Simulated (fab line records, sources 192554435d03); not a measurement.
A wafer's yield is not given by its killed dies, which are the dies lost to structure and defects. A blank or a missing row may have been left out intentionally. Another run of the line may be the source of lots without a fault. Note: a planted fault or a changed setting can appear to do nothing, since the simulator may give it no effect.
Struck lot and sound lot, side by side -- flow n5Finfet -- 15 steps out of a route of 1938
Sound: wafers L482.2, L482.4, L482.5. The struck wafers were L496.1, L496.2, L496.4. At the end, the cause is stated.
Per side, at each step with rows, come the tool, then ch with its chambers, and then its first start. Under that, the readings that differ: sound wafers -- struck wafers -- difference of the means -- sigmas: that difference in standard deviations of wafers without a fault.
alike: readings with means less than 2 such deviations apart, plus words and numbers identical on both sides. not compared: withheld readings, readings lacking a value on some wafer, bounds such as >300 that could conceal the same value, and numbers that have no deviation in the record and whose values overlap.
The two part at a step that has a row with sigmas, a row that says differs or no value, or rows on one side only. Numbers that have no deviation but don't overlap get no sigmas and don't part them. Lack of a reading on every wafer of one side parts them only where that side has two or more wafers.

N5_BEOL_M0_SAQP_CD_MEAS_40: the cd target is 30 nm.
  sound on cdSem-02 ch 0, day 6 17:01; struck on cdSem-01 ch 0, day 10 01:37
  alike: cdNm
N5_BEOL_M0_SAQP_OVL_MEAS_41:
  sound on overlay-02 ch 0, day 6 17:04; struck on overlay-01 ch 0, day 10 01:38
  alike: M0_CUT1_OVL
N5_BEOL_M0_SAQP_INSPECT_42: inspects for defects (brightfield).
  sound on defectInspect-02, day 6 17:07; struck on defectInspect-01, day 10 01:42
  alike: rawDefectCount
N5_BEOL_M0_SAQP_DESCUM_45: chemistry O2, time 7 s.
  sound on rieDiel-02 ch 0,3, day 6 17:08; struck on rieDiel-06 ch 0,2,3, day 10 01:44
  alike: drypumpMotorCurrentA, oesProductAu, rfVppV, showerheadPlenumPTorr, throttleValvePct
  not compared: rfHoursCounterH
N5_BEOL_M0_SAQP_ETCH_88: etches underlayer in N2/H2, target depth 6.5 nm, time 5.2 s.
  sound on rieDiel-02 ch 0,3, day 6 17:11; struck on rieDiel-06 ch 0,2,3, day 10 01:46
  alike: drypumpMotorCurrentA, etchRfOnTimeS, h2FlowSccm, oesProductAu, rfVppV, showerheadPlenumPTorr, throttleValvePct
  not compared: rfHoursCounterH
N5_BEOL_M0_SAQP_ETCH_73: etches SiARC in CF4, target depth 19.5 nm, time 32.5 s.
  sound on rieDiel-02 ch 0,3, day 6 17:11; struck on rieDiel-06 ch 0,2,3, day 10 01:47
  alike: drypumpMotorCurrentA, etchRfOnTimeS, oesProductAu, rfVppV, showerheadPlenumPTorr, throttleValvePct
  not compared: rfHoursCounterH
then, 3 steps without rows for these wafers: N5_BEOL_M0_SAQP_CUT_ETCH_46 (etches SOC in N2/H2, target depth 135 nm, overetch 27 nm, time 202.5 s); N5_BEOL_M0_SAQP_STRIP_74 (strips in N2/H2); N5_BEOL_M0_SAQP_STRIP_89 (strips in N2/H2).
N5_BEOL_M0_SAQP_ALD_48: deposits SiO2, target thk 20 nm, pulse time 1 s, co reactant pulse time 1 s.
  sound on aldSin-04 ch 0,1,3, day 6 17:26; struck on aldSin-02 ch 1,2, day 10 02:21
  alike: heaterPowerW, precursorPulseHeightRel
N5_BEOL_M0_SAQP_ETCH_49: etches SiO2 in CF4/O2, target depth 37 nm.
  sound on rieDiel-06 ch 1,2, day 6 18:04; struck on rieDiel-04 ch 0,1,3, day 10 02:55
  alike: drypumpMotorCurrentA, oes_f_703_au, oesProductAu, rfVppV, showerheadPlenumPTorr, throttleValvePct
  not compared: rfHoursCounterH
then, 1 step without rows for these wafers: N5_BEOL_M0_SAQP_STRIP_75 (strips in CF4).
N5_BEOL_M0_CUTY_COAT_50: time 60 s, resist thk 15 nm.
  sound on lithoTrack-03 ch 0, day 6 18:12; struck on lithoTrack-04 ch 0, day 10 03:04
reading,sound,struck,difference,sigmas
spinSpeedRpm (rpm),1500.6 1499.4 1499.6,1571.9 1573.2 1573.3,+72.9,+88
model.SiARC_of_BEOL_M0_CUTY_COAT_50.thkNm (nm),15 15 15,14.6 14.6 14.6,-0.4,
  alike: heaterPowerTotalW
then, 1 step without rows for these wafers: N5_BEOL_M0_CUTY_COAT_51 (resist thk 150 nm).
-- here the record skips 3 days between the struck wafers' starts before and after, leaving off in module BEOL_M0_CUTY and picking up in module BEOL_M4 (first step shown: number 1111 of the route) --
N5_BEOL_M4_RC_MEAS_101:
  sound on prober-02 ch 0, day 8 23:05; struck on prober-01 ch 0, day 12 21:42
  alike: DIBL_N, DIBL_P, IOFF_N, IOFF_P, ION_N, ION_P, SS_N, SS_P, VT_N, VT_P

WHERE THEY PART
Only at N5_BEOL_M0_CUTY_COAT_50, as far as this record shows. Later steps at which nothing parts them and some readings are alike: N5_BEOL_M4_RC_MEAS_101.

WHY: the cause the simulator had injected
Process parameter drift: lithoTrack-04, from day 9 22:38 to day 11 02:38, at N5_BEOL_M0_CUTY_COAT_50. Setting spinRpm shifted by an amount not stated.
